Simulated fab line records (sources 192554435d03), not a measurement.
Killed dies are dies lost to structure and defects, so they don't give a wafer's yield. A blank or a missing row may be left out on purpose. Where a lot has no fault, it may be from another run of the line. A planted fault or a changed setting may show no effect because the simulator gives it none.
Code-filled problem report in 8D (eight disciplines) form + flow n5 finfet + the parts of the form that need people (team, actions taken, sign-off) are left out

## 1. WHAT WENT WRONG
Wafers without a fault read 647.9 W, standard deviation 2.2; rf fwd power W at N5_PASSIVATION_VIA_ETCH_13 reads a mean of 490.0 W on 2 wafers belonging to 2 lots. That puts it -72 standard deviations away from the usual mean.
The step: etches SiO2 in CHF3/O2, target depth 660 nm, time 330 s.
First seen on wafer L361.3, day 13 18:50, on rie diel-03. The record has a number at this step for 30 wafers belonging to 10 lots. The rule behind "out" and "out of limits": a value lying over 4 standard deviations away from the usual mean. All remaining wafers that have a number are taken as sound.

## 2. WHAT IT IS AND WHAT IT IS NOT
| question                    | is                                          | is not                                                                                                             |
|-----------------------------|---------------------------------------------|--------------------------------------------------------------------------------------------------------------------|
| which readings at this step | rf fwd power W, etch rf on time s, rf vpp V | CHF3_flow_sccm, drypump motor current A, mfc ar sccm, oes product au, showerhead plenum p Torr, throttle valve pct |
| which lots                  | L361, L362                                  | L356, L357, L369, L370, L371, L373, L375, L376                                                                     |
| which wafers of those lots  | L361.3, L362.5                              | L361.1, L361.2, L362.1, L362.3                                                                                     |
| read on which tools         | rie diel-03                                 | rie diel-04, rie diel-05                                                                                           |
| when                        | from day 13 18:50                           | up to then (8 sound wafers); but 20 sound wafers of L362, L369, L370, L371, L373, L375, L376 came after            |

## 3. WHAT RULES OUT EACH SUSPECT
Counting: any tool at a process step up to the reading remains a suspect provided it ran every lot that is out. Sound lots after the first of them don't rule it out here, since some wafers of a struck lot are sound.
- pecvd-03 at N5_PASSIVATION_PECVD_01 (deposits SiNx from SiH4/NH3/N2, target thk 200 nm, time 43.2 s): kept. It processed each lot that is out (first: L361, day 13 16:12); up to then, its last sound lot is L356 (day 12 12:35).
- rie diel-03 at N5_PASSIVATION_VIA_ETCH_13 (etches SiO2 in CHF3/O2, target depth 660 nm, time 330 s): kept. It processed each lot that is out (first: L361, day 13 18:50); up to then, its last sound lot is L357 (day 12 18:30). On those wafers its own readings are out: etch rf on time s, rf fwd power W, rf vpp V.
- At N5_PASSIVATION_VIA_ETCH_13, inside rie diel-03: chamber 1 took the wafers that are out, while their sound lot-mates went through chambers 0, 2, 3.
After counting, pecvd-03 at N5_PASSIVATION_PECVD_01 and rie diel-03 at N5_PASSIVATION_VIA_ETCH_13 remain.

## 4. THE CAUSE (what the simulator had put in)
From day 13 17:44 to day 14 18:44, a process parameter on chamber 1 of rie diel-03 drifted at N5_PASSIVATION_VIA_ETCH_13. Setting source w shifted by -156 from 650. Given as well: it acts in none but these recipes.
Counting leaves 2 suspects; this tool is one of them.

## 5. THE EFFECT CHAIN, in route order
Each row: a reading whose mean over the struck wafers that have a number lies more than 3 standard deviations from the usual. Only readings whose record carries a usual standard deviation are examined. hours: median over the lots of the time between each lot's start at the first step of this table that gives one and its start at this step. sigmas: the change, counted in usual standard deviations.
| hours | step                       | reading           | usual     | on struck wafers | change | sigmas |
|-------|----------------------------|-------------------|-----------|------------------|--------|--------|
| 0     | N5_PASSIVATION_VIA_ETCH_13 | etch rf on time s | 235 s     | 259              | +24    | +6.5   |
| 0     | N5_PASSIVATION_VIA_ETCH_13 | oes_f_703_au      | 0.79 a.u. | 0.53             | -0.26  | -3.8   |
| 0     | N5_PASSIVATION_VIA_ETCH_13 | rf fwd power W    | 647.9 W   | 490.0            | -157.9 | -72    |
| 0     | N5_PASSIVATION_VIA_ETCH_13 | rf vpp V          | 521 V     | 586              | +65    | +13    |
Process steps it contains:
- N5_PASSIVATION_VIA_ETCH_13: etches SiO2 in CHF3/O2, target depth 660 nm, time 330 s.

## 6. WHAT WOULD HAVE CAUGHT IT SOONER
In this record the first reading out of limits was taken at day 13 18:50, 1 hour after the fault began at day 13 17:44.
